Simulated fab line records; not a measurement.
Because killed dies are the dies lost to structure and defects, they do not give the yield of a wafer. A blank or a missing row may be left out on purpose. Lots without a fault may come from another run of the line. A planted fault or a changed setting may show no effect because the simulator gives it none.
The tool behind it: which one? + flow nandHarc + 12 lots with 36 wafers sampled at 2 steps, on a route of 1302 steps

== WHAT THE GAUGES SHOWED, per wafer ==
NHARC_A_CHANNEL_HOLE_D2_CD_MEAS_10: the cd target is 100 nm.
| lot  | measured     | on       | cdNm (nm)         |
|------|--------------|----------|-------------------|
| L075 | day 13 16:19 | cdSem-02 | 99.9 100.6 99.8   |
| L077 | day 14 08:49 | cdSem-02 | 100.5 100.5 100.7 |
| L080 | day 15 07:33 | cdSem-03 | 99.5 99.7 99.7    |
| L081 | day 16 00:28 | cdSem-01 | 99.3 100.2 99.6   |
| L083 | day 17 07:22 | cdSem-01 | 99.9 99.9 100.3   |
| L085 | day 17 21:19 | cdSem-01 | 100.5 100.9 100.8 |
| L087 | day 18 17:17 | cdSem-01 | 100.0 99.5 99.4   |
| L088 | day 18 23:19 | cdSem-02 | 100.0 100.6 99.8  |
| L091 | day 19 22:46 | cdSem-03 | 99.2 99.6 99.3    |
| L094 | day 20 22:25 | cdSem-03 | 100.5 100.7 99.9  |
| L096 | day 21 21:15 | cdSem-01 | 99.6 99.8 100.3   |
| L097 | day 22 22:34 | cdSem-01 | 99.9 99.9 99.3    |

== WHICH TOOL RAN EACH LOT (tool, then ch and the chambers of the sampled wafers, then the start) ==
| lot  | NHARC_A_ONON_D2_DEP_33          |
|------|---------------------------------|
| L075 | pecvd-03 ch 0,1,2, day 13 13:13 |
| L077 | pecvd-03 ch 0,2, day 14 05:40   |
| L080 | pecvd-04 ch 0,1,2, day 15 01:41 |
| L081 | pecvd-04 ch 0,1,2, day 15 20:26 |
| L083 | pecvd-03 ch 1,2, day 17 02:47   |
| L085 | pecvd-04 ch 0,1, day 17 16:50   |
| L087 | pecvd-04 ch 0,1,2, day 18 12:47 |
| L088 | pecvd-01 ch 0,1,2, day 18 20:01 |
| L091 | pecvd-03 ch 1,2, day 19 19:42   |
| L094 | pecvd-01 ch 1,2, day 20 18:45   |
| L096 | pecvd-04 ch 0,1, day 21 17:19   |
| L097 | pecvd-01 ch 0,1,2, day 22 19:22 |
- NHARC_A_ONON_D2_DEP_33: deposits SiO2, target thk 200 nm.

== THE ANSWER, worked out from the rows above alone ==
Rule: usual is defined by the lots themselves. The widest of any qualifying gaps counts: lots, ordered by their means at a reading, are off when they make up no more than a third of the lots, leave a main group of 4 or more, and stand apart from it by 3 or more times the standard deviation of that group's means. Not used: any main group whose means are identical at the precision the tables above print for the reading. A lot without any number at a reading at which 4 lots or more have one is off too. Where the step has rows for the other lots, those lots are counted as sound.
Across all readings shown, no lot is off: no conclusion can be drawn from this.

== WHAT HAD BEEN PUT IN BY THE SIMULATOR ==
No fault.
